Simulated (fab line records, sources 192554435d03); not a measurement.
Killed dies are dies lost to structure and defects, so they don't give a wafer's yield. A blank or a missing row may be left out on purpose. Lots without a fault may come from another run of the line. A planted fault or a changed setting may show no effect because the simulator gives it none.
Split-lot experiment | flow n5_finfet | 7 lots, 21 wafers read, on a route of 1938 steps

THE SPLIT
At N5_WELL_APT_COAT_19 (resist thk 950 nm), the setting spin_rpm was moved away from the recipe's 1357 rpm on 8 of the 21 wafers read, by -8.2% to +8.3%. The other wafers ran this setting at the recipe's value.

The reading is taken at the split's own step.

THE READING
coat_of_WELL_APT_COAT_19.thk_nm (the simulator's own value, which no gauge read), in nm, at N5_WELL_APT_COAT_19 (resist thk 950 nm). The file gives no usual value for it. The 13 wafers here that ran the recipe average 951.5 nm, standard deviation 1.8 nm.

wafer  | tool, chamber at the split | spin_rpm as run, rpm | against the recipe | coat_of_WELL_APT_COAT_19.thk_nm, nm | against lot-mates on the recipe
L081.3 | litho_track-04, 0          | 1470                 | +8.3%              | 915.5                               | -34.4
L081.4 | litho_track-04, 0          | 1357                 | recipe             | 949.9                               | -
L081.6 | litho_track-04, 0          | 1470                 | +8.3%              | 914.5                               | -35.4
L083.2 | litho_track-04, 0          | 1317                 | -2.9%              | 962.1                               | no lot-mate on the recipe
L083.4 | litho_track-04, 0          | 1317                 | -2.9%              | 963.1                               | no lot-mate on the recipe
L083.6 | litho_track-04, 0          | 1317                 | -2.9%              | 964                                 | no lot-mate on the recipe
L087.2 | litho_track-04, 0          | 1246                 | -8.2%              | 997.4                               | +44.4
L087.5 | litho_track-04, 0          | 1357                 | recipe             | 954.8                               | -
L087.6 | litho_track-04, 0          | 1357                 | recipe             | 951.2                               | -
L088.1 | litho_track-04, 0          | 1357                 | recipe             | 951.7                               | -
L088.3 | litho_track-04, 0          | 1357                 | recipe             | 949.6                               | -
L088.5 | litho_track-04, 0          | 1357                 | recipe             | 949                                 | -
L089.1 | litho_track-04, 0          | 1357                 | recipe             | 949.5                               | -
L089.2 | litho_track-04, 0          | 1357                 | recipe             | 950                                 | -
L089.5 | litho_track-04, 0          | 1357                 | recipe             | 952.9                               | -
L095.2 | litho_track-04, 0          | 1404                 | +3.5%              | 936.8                               | -16.0
L095.3 | litho_track-04, 0          | 1357                 | recipe             | 953.6                               | -
L095.4 | litho_track-04, 0          | 1357                 | recipe             | 951.9                               | -
L097.3 | litho_track-04, 0          | 1310                 | -3.5%              | 969.1                               | +16.3
L097.5 | litho_track-04, 0          | 1357                 | recipe             | 953.4                               | -
L097.6 | litho_track-04, 0          | 1357                 | recipe             | 952.2                               | -

THE FIT
A straight line over all 21 wafers: coat_of_WELL_APT_COAT_19.thk_nm changes by -4.68 nm for each +1% of spin_rpm; r = -0.99; the points scatter about the line by 2.6 nm.
The same after taking each lot's own level away (the mean of its wafers on the recipe; 18 wafers): -4.63 nm for each +1%; r = -0.99; scatter 2.2 nm.
On that fit, the largest move of spin_rpm shifts the reading by 39 nm.
The lots' own levels span 949.90 to 953.00 nm, that is 1.8 times the standard deviation above.
So the lot-to-lot level changes the slope little: the two slopes agree.
Check: with one of the wafers moved furthest among these (+8.3%) left out of the fit, the line predicts -39.4 nm for it against its lot-mates. It came out at -34.4 nm against them.

THE FILE'S OWN FIT
coat_of_WELL_APT_COAT_19.thk_nm changes by -4.78 nm for each +1% of spin_rpm, r = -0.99.
